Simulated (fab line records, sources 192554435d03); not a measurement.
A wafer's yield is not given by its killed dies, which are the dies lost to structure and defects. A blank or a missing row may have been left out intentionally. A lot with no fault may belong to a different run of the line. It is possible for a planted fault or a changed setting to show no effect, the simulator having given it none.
Split-lot trial + flow n5 finfet + 21 wafers read across 7 lots, on a route 1938 steps long

ABOUT THE SPLIT
At N5_SD_EPI_P_PEB_07 (peb time 60 s), the setting peb time s was moved away from the recipe's 60 s on 4 of the 21 wafers read, by -18.0% to +9.2%. This setting was run at the recipe's value on the other wafers.

FROM THE SPLIT TO THE READING: what the file shows between them, 1 step
- N5_SD_EPI_P_DEVELOP_08: develop time 30 s

THE READING
At N5_SD_EPI_P_CD_MEAS_09: cd nm in nanometres, against a target cd of 240 nm. A value of 239.3 nm with a standard deviation of 0.75 nm is what fault-free wafers of this fab line usually give.

| wafer  | tool, chamber at the split | peb time s as run, s | against the recipe | cd nm, nm | against lot-mates on the recipe |
|--------|----------------------------|----------------------|--------------------|-----------|---------------------------------|
| L081.1 | litho track-04, 0          | 65.51                | +9.2%              | 242.1     | +3.1                            |
| L081.2 | litho track-04, 0          | 60                   | recipe             | 238.3     | -                               |
| L081.4 | litho track-04, 0          | 60                   | recipe             | 239.7     | -                               |
| L083.1 | litho track-05, 0          | 60                   | recipe             | 239.1     | -                               |
| L083.2 | litho track-05, 0          | 60                   | recipe             | 238.1     | -                               |
| L083.5 | litho track-05, 0          | 60                   | recipe             | 237.4     | -                               |
| L084.1 | litho track-04, 0          | 60                   | recipe             | 240.6     | -                               |
| L084.5 | litho track-04, 0          | 60                   | recipe             | 240.3     | -                               |
| L084.6 | litho track-04, 0          | 60                   | recipe             | 239.7     | -                               |
| L086.2 | litho track-04, 0          | 60                   | recipe             | 240.2     | -                               |
| L086.3 | litho track-04, 0          | 60                   | recipe             | 239.4     | -                               |
| L086.4 | litho track-04, 0          | 60                   | recipe             | 240.0     | -                               |
| L088.1 | litho track-05, 0          | 52.89                | -11.8%             | 234.4     | -5.1                            |
| L088.3 | litho track-05, 0          | 60                   | recipe             | 239.5     | -                               |
| L088.6 | litho track-05, 0          | 52.89                | -11.8%             | 235.0     | -4.5                            |
| L091.4 | litho track-03, 0          | 60                   | recipe             | 238.7     | -                               |
| L091.5 | litho track-03, 0          | 49.21                | -18.0%             | 231.0     | -7.9                            |
| L091.6 | litho track-03, 0          | 60                   | recipe             | 239.1     | -                               |
| L093.1 | litho track-05, 0          | 60                   | recipe             | 240.0     | -                               |
| L093.3 | litho track-05, 0          | 60                   | recipe             | 240.3     | -                               |
| L093.5 | litho track-05, 0          | 60                   | recipe             | 239.4     | -                               |

THE FIT
A straight line over all 21 wafers: cd nm changes by +0.413 nm for each +1% of peb time s; r = +0.94; the points scatter about the line by 0.87 nm.
The same after taking each lot's own level away (the mean of its wafers on the recipe; 21 wafers): +0.41 nm for each +1%; r = +0.98; scatter 0.49 nm.
On that fit, the largest move of peb time s shifts the reading by 7.4 nm.
Across the lots, their own levels run from 238.20 to 240.20 nm, a range of 2.7 times the standard deviation given above.
So the lot-to-lot level changes the slope little: the two slopes agree.
Check: with one of the wafers moved furthest among these (-18.0%) left out of the fit, the line predicts -7.02 nm for it against its lot-mates. It came out at -7.9 nm against them.

THE OTHER SPLITS THESE WAFERS WENT THROUGH
Before the reading, these wafers also passed through other splits. Each is held against what the fit with the lots' levels taken away leaves over:
| other split on the same wafers        | wafers away from the commonest value | r with cd nm (lot level and that fit taken away) |
|---------------------------------------|--------------------------------------|--------------------------------------------------|
| N5_ZERO_LAYER_PECVD_02 time s         | 4                                    | -0.13                                            |
| N5_WELL_APT_EXPOSE_05 dose mj         | 5                                    | -0.03                                            |
| N5_WELL_APT_DEVELOP_07 develop time s | 9                                    | -0.30                                            |
| N5_FIN_SAQP_PEB_14 peb time s         | 5                                    | -0.27                                            |
| N5_FIN_CUT_COAT_19 spin rpm           | 4                                    | +0.07                                            |
| N5_DUMMY_GATE_HM_DEP_06 time s        | 15                                   | -0.05                                            |
| N5_DUMMY_GATE_EXPOSE_12 dose mj       | 5                                    | -0.17                                            |

THE WHOLE CHAIN: every reading that the file lists as answering this split, in the file's order
| step                   | what it does                                     | reading                                                         | change (the file's fit)               | r (the file's) |
|------------------------|--------------------------------------------------|-----------------------------------------------------------------|---------------------------------------|----------------|
| N5_SD_EPI_P_CD_MEAS_09 | target cd 240 nm                                 | cd nm                                                           | +0.416 nm for each +1% of the setting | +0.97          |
| N5_SD_EPI_P_DESCUM_14  | chemistry O2, time 7.9 s                         | SD_EPI_P.cd nm (the simulator's own value, which no gauge read) | +0.424 nm for each +1% of the setting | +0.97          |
| N5_SD_EPI_P_ETCH_37    | etches SOC in N2/H2, overetch 108 nm, time 486 s | SD_EPI_P.cd nm (the simulator's own value, which no gauge read) | +0.411 nm for each +1% of the setting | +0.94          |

FILE'S OWN FIT
cd nm changes by +0.416 nm for each +1% of peb time s, r = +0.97.
